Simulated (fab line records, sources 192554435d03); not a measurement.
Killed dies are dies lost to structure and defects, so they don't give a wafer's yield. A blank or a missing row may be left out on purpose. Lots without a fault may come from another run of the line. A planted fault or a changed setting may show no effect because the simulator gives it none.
Chamber matching | flow n5_finfet | N5_FIN_SAQP_ETCH_34 on rie_diel-06: 4 sister chambers
The step etches SiO2 in C4F6/O2, target depth 45 nm, time 15 s. 18 wafers are shown with their chamber, then 9 later ones without.

WAFERS WITH THEIR CHAMBER
wafer  | chamber | showerhead_plenum_p_Torr (Torr) | drypump_motor_current_A (A) | throttle_valve_pct (%)
L074.2 | 0       | 2.90                            | 5.6                         | 21.18
L074.4 | 2       | 2.72                            | 6.6                         | 20.95
L074.6 | 0       | 2.90                            | 5.6                         | 21.17
L076.3 | 1       | 2.79                            | 4.9                         | 21.45
L076.5 | 3       | 2.74                            | 5.4                         | 21.30
L076.6 | 2       | 2.72                            | 6.6                         | 20.98
L077.2 | 0       | 2.90                            | 5.6                         | 21.16
L077.4 | 2       | 2.72                            | 6.6                         | 20.97
L077.5 | 1       | 2.78                            | 4.9                         | 21.46
L079.1 | 3       | 2.74                            | 5.5                         | 21.29
L079.3 | 0       | 2.90                            | 5.6                         | 21.19
L079.4 | 1       | 2.78                            | 4.9                         | 21.46
L080.2 | 1       | 2.78                            | 4.9                         | 21.47
L080.3 | 2       | 2.71                            | 6.6                         | 20.99
L080.6 | 1       | 2.78                            | 4.9                         | 21.47
L083.4 | 1       | 2.78                            | 4.8                         | 21.48
L083.5 | 2       | 2.71                            | 6.6                         | 21.01
L083.6 | 1       | 2.78                            | 4.8                         | 21.47

SIGNATURES (means of the wafers above)
reading                  | chamber 0 | chamber 1 | chamber 2 | chamber 3 | scatter within a chamber
showerhead_plenum_p_Torr | 2.9000    | 2.7814    | 2.7160    | 2.7400    | 0.00383
drypump_motor_current_A  | 5.600     | 4.871     | 6.600     | 5.450     | 0.0371
throttle_valve_pct       | 21.1750   | 21.4657   | 20.9800   | 21.2950   | 0.0149
Rule: a wafer's distance from a chamber is the root of the sum, over the readings, of the square of ((its reading less the chamber's mean) divided by the reading's scatter). The wafer belongs to the nearest chamber; if the next one is less than 2 further off, it can't be placed. The scatter: the root of (the sum of the squares of (reading less its chamber's mean) over the shown wafers, divided by (wafers less chambers)).

WAFERS WITHOUT THEIR CHAMBER
wafer  | showerhead_plenum_p_Torr (Torr) | drypump_motor_current_A (A) | throttle_valve_pct (%)
L089.4 | 2.71                            | 6.6                         | 21.01
L089.5 | 2.71                            | 6.6                         | 21.03
L089.6 | 2.77                            | 4.9                         | 21.48
L090.1 | 2.73                            | 5.5                         | 21.33
L090.3 | 2.77                            | 4.8                         | 21.51
L090.5 | 2.71                            | 6.6                         | 21.01
L094.1 | 2.88                            | 5.6                         | 21.22
L094.5 | 2.73                            | 5.4                         | 21.34
L094.6 | 2.88                            | 5.6                         | 21.25

WHICH CHAMBER EACH WENT THROUGH
wafer  | from the rows above | in truth
L089.4 | 2                   | 2
L089.5 | 2                   | 2
L089.6 | 1                   | 1
L090.1 | 3                   | 3
L090.3 | 1                   | 1
L090.5 | 2                   | 2
L094.1 | 0                   | 0
L094.5 | 3                   | 3
L094.6 | 0                   | 0
Placed correctly: 9 of 9. Can't be placed from these rows: 0. Placed wrongly: 0.
